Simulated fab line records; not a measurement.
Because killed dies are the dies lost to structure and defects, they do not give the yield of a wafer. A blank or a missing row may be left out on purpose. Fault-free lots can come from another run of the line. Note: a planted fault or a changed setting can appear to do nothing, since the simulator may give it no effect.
Split-lot study | flow n5 finfet | 21 wafers read across 7 lots, on a route 1938 steps long

## THE SPLIT
At N5_SD_EPI_N_COAT_33 (time 60 s, resist thk 35 nm), the setting spin rpm was moved away from the recipe's 1500 rpm on 9 of the 21 wafers read, by -9.6% to +5.1%. The other wafers ran this setting at the recipe's value.

## FROM THE SPLIT TO THE READING: what the file shows between them, 4 steps
- N5_SD_EPI_N_PEB_07: peb time 60 s (also split here: peb temp c)
- N5_SD_EPI_N_DEVELOP_08: develop time 30 s
- N5_SD_EPI_N_CD_MEAS_09: target cd 120 nm
- N5_SD_EPI_N_DESCUM_14: chemistry O2, time 7.9 s

## THE READING
CAR-ArF-block_of_SD_EPI_N_COAT_03.thk nm (the simulator's own value, which no gauge read), in nm, at N5_SD_EPI_N_ETCH_34 (etches SiARC in CF4, target depth 45.5 nm, time 75.8 s). No usual value for it is given in the file. The 12 wafers here that ran the recipe average 111.4 nm, standard deviation 0.5 nm.

wafer  | tool, chamber at the split | spin rpm as run, rpm | against the recipe | CAR-ArF-block_of_SD_EPI_N_COAT_03.thk nm, nm | against lot-mates on the recipe
L074.2 | litho track-04, 0          | 1356                 | -9.6%              | 108.6                                        | -1.9
L074.3 | litho track-04, 0          | 1500                 | recipe             | 110.6                                        | -
L074.5 | litho track-04, 0          | 1500                 | recipe             | 110.4                                        | -
L078.2 | litho track-05, 0          | 1500                 | recipe             | 111.6                                        | -
L078.4 | litho track-05, 0          | 1500                 | recipe             | 111.2                                        | -
L078.5 | litho track-05, 0          | 1500                 | recipe             | 111.4                                        | -
L082.1 | litho track-04, 0          | 1557                 | +3.8%              | 111.8                                        | no lot-mate on the recipe
L082.3 | litho track-04, 0          | 1557                 | +3.8%              | 111.8                                        | no lot-mate on the recipe
L082.5 | litho track-04, 0          | 1557                 | +3.8%              | 111.8                                        | no lot-mate on the recipe
L088.3 | litho track-04, 0          | 1576                 | +5.1%              | 112                                          | +0.6
L088.4 | litho track-04, 0          | 1576                 | +5.1%              | 112                                          | +0.6
L088.6 | litho track-04, 0          | 1500                 | recipe             | 111.4                                        | -
L094.1 | litho track-03, 0          | 1500                 | recipe             | 111.4                                        | -
L094.5 | litho track-03, 0          | 1500                 | recipe             | 111.2                                        | -
L094.6 | litho track-03, 0          | 1500                 | recipe             | 111                                          | -
L095.1 | litho track-05, 0          | 1500                 | recipe             | 112                                          | -
L095.2 | litho track-05, 0          | 1500                 | recipe             | 112                                          | -
L095.4 | litho track-05, 0          | 1500                 | recipe             | 112                                          | -
L096.4 | litho track-05, 0          | 1426                 | -4.9%              | 110                                          | no lot-mate on the recipe
L096.5 | litho track-05, 0          | 1426                 | -4.9%              | 111                                          | no lot-mate on the recipe
L096.6 | litho track-05, 0          | 1426                 | -4.9%              | 110.8                                        | no lot-mate on the recipe

THE FIT
A straight line over all 21 wafers: CAR-ArF-block_of_SD_EPI_N_COAT_03.thk nm changes by +0.188 nm for each +1% of spin rpm; r = +0.81; the points scatter about the line by 0.5 nm.
The same after taking each lot's own level away (the mean of its wafers on the recipe; 15 wafers): +0.17 nm for each +1%; r = +0.96; scatter 0.16 nm.
According to that fit, moving spin rpm by its largest amount changes the reading by 1.6 nm.
Across the lots, their own levels run from 110.50 to 112.00 nm, a range of 3.0 times the standard deviation given above.
Thus the slope moves with the lot-to-lot level: the two fits are different.
Check: -1.14 nm against its lot-mates is what the line predicts for one of the wafers moved furthest among these (-9.6%) when that wafer is left out of the fit. It came out at -1.9 nm against them.

## THE OTHER SPLITS THESE WAFERS WENT THROUGH
Note: prior to the reading, these wafers also went through further splits. Each is held against what the fit with the lots' levels taken away leaves over:
other split on the same wafers         | wafers away from the commonest value | r with CAR-ArF-block_of_SD_EPI_N_COAT_03.thk nm (lot level and that fit taken away)
N5_PMOS_HMC_CHANNEL_EPI_ETCH_32 bias w | 4                                    | +0.55
N5_FIN_SAQP_SPACER1_ALD_24 ald cycles  | 7                                    | -0.28
N5_SD_EPI_N_PEB_07 peb temp c          | 7                                    | +0.38

## THE WHOLE CHAIN: every reading that the file lists as answering this split, in the file's order
step                | what it does                                           | reading                                                                                   | change (the file's fit)               | r (the file's)
N5_SD_EPI_N_COAT_33 | time 60 s, resist thk 35 nm                            | SiARC_of_SD_EPI_N_COAT_33.thk nm (the simulator's own value, which no gauge read)         | -0.181 nm for each +1% of the setting | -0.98
N5_SD_EPI_N_ETCH_34 | etches SiARC in CF4, target depth 45.5 nm, time 75.8 s | etch.depth nm (the simulator's own value, which no gauge read)                            | -0.179 nm for each +1% of the setting | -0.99
N5_SD_EPI_N_ETCH_34 | etches SiARC in CF4, target depth 45.5 nm, time 75.8 s | CAR-ArF-block_of_SD_EPI_N_COAT_03.thk nm (the simulator's own value, which no gauge read) | +0.181 nm for each +1% of the setting | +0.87

## FILE'S OWN FIT
CAR-ArF-block_of_SD_EPI_N_COAT_03.thk nm changes by +0.181 nm for each +1% of spin rpm, r = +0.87.
